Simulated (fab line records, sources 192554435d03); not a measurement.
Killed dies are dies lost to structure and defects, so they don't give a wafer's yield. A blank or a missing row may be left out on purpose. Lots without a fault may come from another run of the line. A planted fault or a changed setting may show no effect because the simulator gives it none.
Split-lot experiment | flow n5_finfet | 7 lots, 21 wafers read, on a route of 1938 steps

THE SPLIT
At N5_SD_EPI_N_COAT_03 (resist thk 150 nm), the setting spin_rpm was moved away from the recipe's 1500 rpm on 4 of the 21 wafers read, by -4.3% to +3.0%. The other wafers ran this setting at the recipe's value.

FROM THE SPLIT TO THE READING: what the file shows between them, 6 steps
- N5_SD_EPI_N_EBR_05
- N5_SD_EPI_N_SOFTBAKE_04: time 60 s
- N5_SD_EPI_N_EXPOSE_06: exposes mask SD N BLK, target cd 120 nm
- N5_SD_EPI_N_PEB_07: peb time 60 s
- N5_SD_EPI_N_DEVELOP_08: develop time 30 s
- N5_SD_EPI_N_DESCUM_14: chemistry O2, time 7.9 s

THE READING
CAR-ArF-block_of_SD_EPI_N_COAT_03.thk_nm (the simulator's own value, which no gauge read), in nm, at N5_SD_EPI_N_ETCH_34 (etches SiARC in CF4, target depth 45.5 nm, time 75.8 s). The file gives no usual value for it. The 17 wafers here that ran the recipe average 110.6 nm, standard deviation 0.59 nm.

wafer  | tool, chamber at the split | spin_rpm as run, rpm | against the recipe | CAR-ArF-block_of_SD_EPI_N_COAT_03.thk_nm, nm | against lot-mates on the recipe
L081.2 | litho_track-02, 0          | 1500                 | recipe             | 109.2                                        | -
L081.3 | litho_track-02, 0          | 1500                 | recipe             | 109.4                                        | -
L081.6 | litho_track-02, 0          | 1545                 | +3.0%              | 108.2                                        | -1.1
L082.2 | litho_track-01, 0          | 1500                 | recipe             | 110.6                                        | -
L082.3 | litho_track-01, 0          | 1500                 | recipe             | 111.6                                        | -
L082.5 | litho_track-01, 0          | 1435                 | -4.3%              | 114.4                                        | +3.3
L087.1 | litho_track-01, 0          | 1500                 | recipe             | 110.8                                        | -
L087.3 | litho_track-01, 0          | 1500                 | recipe             | 110.8                                        | -
L087.5 | litho_track-01, 0          | 1500                 | recipe             | 110.8                                        | -
L088.1 | litho_track-01, 0          | 1500                 | recipe             | 110.4                                        | -
L088.4 | litho_track-01, 0          | 1456                 | -2.9%              | 111.8                                        | +1.4
L088.5 | litho_track-01, 0          | 1456                 | -2.9%              | 112.8                                        | +2.4
L089.3 | litho_track-01, 0          | 1500                 | recipe             | 110.2                                        | -
L089.4 | litho_track-01, 0          | 1500                 | recipe             | 111.6                                        | -
L089.5 | litho_track-01, 0          | 1500                 | recipe             | 110.6                                        | -
L092.2 | litho_track-01, 0          | 1500                 | recipe             | 110.4                                        | -
L092.5 | litho_track-01, 0          | 1500                 | recipe             | 110.6                                        | -
L092.6 | litho_track-01, 0          | 1500                 | recipe             | 110.8                                        | -
L096.3 | litho_track-01, 0          | 1500                 | recipe             | 110.4                                        | -
L096.4 | litho_track-01, 0          | 1500                 | recipe             | 111                                          | -
L096.5 | litho_track-01, 0          | 1500                 | recipe             | 110.6                                        | -

THE FIT
A straight line over all 21 wafers: CAR-ArF-block_of_SD_EPI_N_COAT_03.thk_nm changes by -0.756 nm for each +1% of spin_rpm; r = -0.88; the points scatter about the line by 0.62 nm.
The same after taking each lot's own level away (the mean of its wafers on the recipe; 21 wafers): -0.628 nm for each +1%; r = -0.92; scatter 0.41 nm.
On that fit, the largest move of spin_rpm shifts the reading by 2.7 nm.
The lots' own levels span 109.30 to 111.10 nm, that is 3.0 times the standard deviation above.
So the lot-to-lot level changes the slope: the two fits differ.
Check: with one of the wafers moved furthest among these (-4.3%) left out of the fit, the line predicts +2.42 nm for it against its lot-mates. It came out at +3.3 nm against them.

OTHER SPLITS ON THESE WAFERS
These wafers also went through other splits before the reading. Each is held against what the fit with the lots' levels taken away leaves over:
other split on the same wafers  | wafers away from the commonest value | r with CAR-ArF-block_of_SD_EPI_N_COAT_03.thk_nm (lot level and that fit taken away)
N5_ZERO_LAYER_PECVD_02 time_s   | 7                                    | +0.22
N5_ZERO_LAYER_EXPOSE_08 dose_mj | 6                                    | -0.07
N5_WELL_APT_COAT_19 spin_rpm    | 6                                    | +0.05
N5_FIN_SAQP_ETCH_65 time_s      | 9                                    | +0.10
N5_FIN_SAQP_COAT_68 spin_rpm    | 9                                    | +0.13
N5_FIN_CUT_COAT_02 spin_rpm     | 8                                    | +0.22
N5_SD_EPI_N_COAT_33 spin_rpm    | 5                                    | +0.44

THE WHOLE CHAIN: every reading that the file lists as answering this split, in the file's order
step                   | what it does                                           | reading                                                                                   | change (the file's fit)               | r (the file's)
N5_SD_EPI_N_COAT_03    | resist thk 150 nm                                      | CAR-ArF-block_of_SD_EPI_N_COAT_03.thk_nm (the simulator's own value, which no gauge read) | -0.705 nm for each +1% of the setting | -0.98
N5_SD_EPI_N_DEVELOP_08 | develop time 30 s                                      | CAR-ArF-block_of_SD_EPI_N_COAT_03.thk_nm (the simulator's own value, which no gauge read) | -0.709 nm for each +1% of the setting | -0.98
N5_SD_EPI_N_DESCUM_14  | chemistry O2, time 7.9 s                               | CAR-ArF-block_of_SD_EPI_N_COAT_03.thk_nm (the simulator's own value, which no gauge read) | -0.737 nm for each +1% of the setting | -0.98
N5_SD_EPI_N_ETCH_34    | etches SiARC in CF4, target depth 45.5 nm, time 75.8 s | CAR-ArF-block_of_SD_EPI_N_COAT_03.thk_nm (the simulator's own value, which no gauge read) | -0.637 nm for each +1% of the setting | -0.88

THE FILE'S OWN FIT
CAR-ArF-block_of_SD_EPI_N_COAT_03.thk_nm changes by -0.637 nm for each +1% of spin_rpm, r = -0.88.
